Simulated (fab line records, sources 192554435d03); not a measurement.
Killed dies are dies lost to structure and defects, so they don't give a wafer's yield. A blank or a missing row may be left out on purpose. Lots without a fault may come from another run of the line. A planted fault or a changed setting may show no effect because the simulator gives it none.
Split-lot experiment | flow n5_finfet | 7 lots, 21 wafers read, on a route of 1938 steps

THE SPLIT
At N5_MOL_CONTACT_COAG_VIA_ETCH_46 (etches SiO2 in C4F6/O2, target depth 46 nm, overetch 9.2 nm, time 40 s), the setting bias_w was moved away from the recipe's 455 W on 4 of the 21 wafers read, by -10.6% to +13.9%. The other wafers ran this setting at the recipe's value.

The reading is taken at the split's own step.

THE READING
rf_vpp_V, in V, at N5_MOL_CONTACT_COAG_VIA_ETCH_46 (etches SiO2 in C4F6/O2, target depth 46 nm, overetch 9.2 nm, time 40 s). Fault-free wafers of this fab line usually give 1583 V, standard deviation 15 V.

wafer  | tool, chamber at the split | bias_w as run, W | against the recipe | rf_vpp_V, V | against lot-mates on the recipe
L074.1 | rie_diel-01, 0             | 455              | recipe             | 1592        | -
L074.2 | rie_diel-01, 1             | 455              | recipe             | 1577        | -
L074.5 | rie_diel-01, 3             | 455              | recipe             | 1584        | -
L075.1 | rie_diel-01, 2             | 455              | recipe             | 1554        | -
L075.2 | rie_diel-01, 1             | 455              | recipe             | 1576        | -
L075.3 | rie_diel-01, 3             | 455              | recipe             | 1583        | -
L078.1 | rie_diel-04, 3             | 406.6            | -10.6%             | 1463        | -124
L078.4 | rie_diel-04, 0             | 455              | recipe             | 1582        | -
L078.5 | rie_diel-04, 3             | 455              | recipe             | 1592        | -
L083.3 | rie_diel-04, 3             | 455              | recipe             | 1589        | -
L083.5 | rie_diel-04, 1             | 455              | recipe             | 1554        | -
L083.6 | rie_diel-04, 2             | 513.3            | +12.8%             | 1717        | +146
L094.1 | rie_diel-05, 3             | 455              | recipe             | 1593        | -
L094.2 | rie_diel-05, 1             | 455              | recipe             | 1581        | -
L094.3 | rie_diel-05, 0             | 455              | recipe             | 1608        | -
L096.2 | rie_diel-05, 3             | 455              | recipe             | 1593        | -
L096.3 | rie_diel-05, 1             | 455              | recipe             | 1583        | -
L096.4 | rie_diel-05, 0             | 518.4            | +13.9%             | 1773        | +185
L097.3 | rie_diel-04, 1             | 455              | recipe             | 1553        | -
L097.4 | rie_diel-04, 3             | 455              | recipe             | 1591        | -
L097.5 | rie_diel-04, 0             | 497.3            | +9.3%              | 1689        | +117

THE FIT
A straight line over all 21 wafers: rf_vpp_V changes by +11.9 V for each +1% of bias_w; r = +0.97; the points scatter about the line by 16 V.
The same after taking each lot's own level away (the mean of its wafers on the recipe; 21 wafers): +12.2 V for each +1%; r = +0.98; scatter 12 V.
On that fit, the largest move of bias_w shifts the reading by 1.7e+02 V.
The lots' own levels span 1571.0 to 1594.0 V, that is 1.5 times the standard deviation above.
So the lot-to-lot level changes the slope little: the two slopes agree.
Check: with one of the wafers moved furthest among these (+13.9%) left out of the fit, the line predicts +164 V for it against its lot-mates. It came out at +185 V against them.
Tool readings at the split's step, against how far the setting was moved: rf_vpp_V r = +0.97.

OTHER SPLITS ON THESE WAFERS
These wafers also went through other splits before the reading. Each is held against what the fit with the lots' levels taken away leaves over:
other split on the same wafers        | wafers away from the commonest value | r with rf_vpp_V (lot level and that fit taken away)
N5_SD_EPI_N_EPI_21 temp_c             | 9                                    | +0.17
N5_SDB_COAT_05 spin_rpm               | 4                                    | +0.19
N5_SDB_ETCH_18 time_s                 | 7                                    | -0.08
N5_GATE_CUT_ETCH_56 Cl2_flow_sccm     | 8                                    | -0.15
N5_MOL_CONTACT_COAG_EXPOSE_05 dose_mj | 7                                    | +0.03
N5_MOL_CONTACT_COAG_STRIP_108 temp_c  | 5                                    | -0.05

THE FILE'S OWN FIT
rf_vpp_V changes by +12.3 V for each +1% of bias_w, r = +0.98.
